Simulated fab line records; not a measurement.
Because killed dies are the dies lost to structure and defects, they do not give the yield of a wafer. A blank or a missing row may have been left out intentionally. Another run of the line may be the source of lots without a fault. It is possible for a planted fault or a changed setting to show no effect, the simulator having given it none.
Matching of chambers | flow n5_finfet | N5_BEOL_M11_ETCH_65 on rie_diel-02: 4 sister chambers
The step etches SiARC in CF4, target depth 39 nm, time 65 s. 8 wafers are shown with their chamber, then 9 later ones without.

WAFERS PAIRED WITH THEIR CHAMBERS
wafer  | chamber | drypump_motor_current_A (A) | showerhead_plenum_p_Torr (Torr)
L081.1 | 0       | 4.8                         | 2.13
L081.6 | 0       | 4.7                         | 2.13
L082.1 | 3       | 5.7                         | 2.24
L082.4 | 1       | 6.0                         | 2.12
L082.5 | 2       | 5.8                         | 2.09
L084.2 | 1       | 6.0                         | 2.11
L084.4 | 2       | 5.8                         | 2.09
L084.5 | 3       | 5.7                         | 2.24

WAFERS WITHOUT THEIR CHAMBER
wafer  | drypump_motor_current_A (A) | showerhead_plenum_p_Torr (Torr)
L090.2 | 5.7                         | 2.24
L090.5 | 5.7                         | 2.24
L090.6 | 5.8                         | 2.09
L086.1 | 5.8                         | 2.09
L086.3 | 5.7                         | 2.24
L086.4 | 6.0                         | 2.11
L093.3 | 5.7                         | 2.23
L093.4 | 5.8                         | 2.08
L093.6 | 6.0                         | 2.11

CHAMBER TAKEN BY EACH
wafer  | from the rows above | in truth
L090.2 | 3                   | 3
L090.5 | 3                   | 3
L090.6 | 2                   | 2
L086.1 | 2                   | 2
L086.3 | 3                   | 3
L086.4 | 1                   | 1
L093.3 | 3                   | 3
L093.4 | 2                   | 2
L093.6 | 1                   | 1
Correct placement for 9 of the 9. From these rows, 0 cannot be placed. Wrongly placed: 0.
How it was worked out, from the rows above alone: a wafer's distance from a chamber is the root of the sum, over the readings, of the square of ((its reading less the chamber's mean) divided by the reading's scatter). If the next closest chamber is less than 2 further off than the closest, the wafer can't be placed; otherwise it belongs to the closest. A chamber's mean is the mean of its shown wafers. The scatter is the square root of a quotient: the sum, over the shown wafers, of each reading's squared deviation from its chamber's mean, divided by wafers minus chambers.
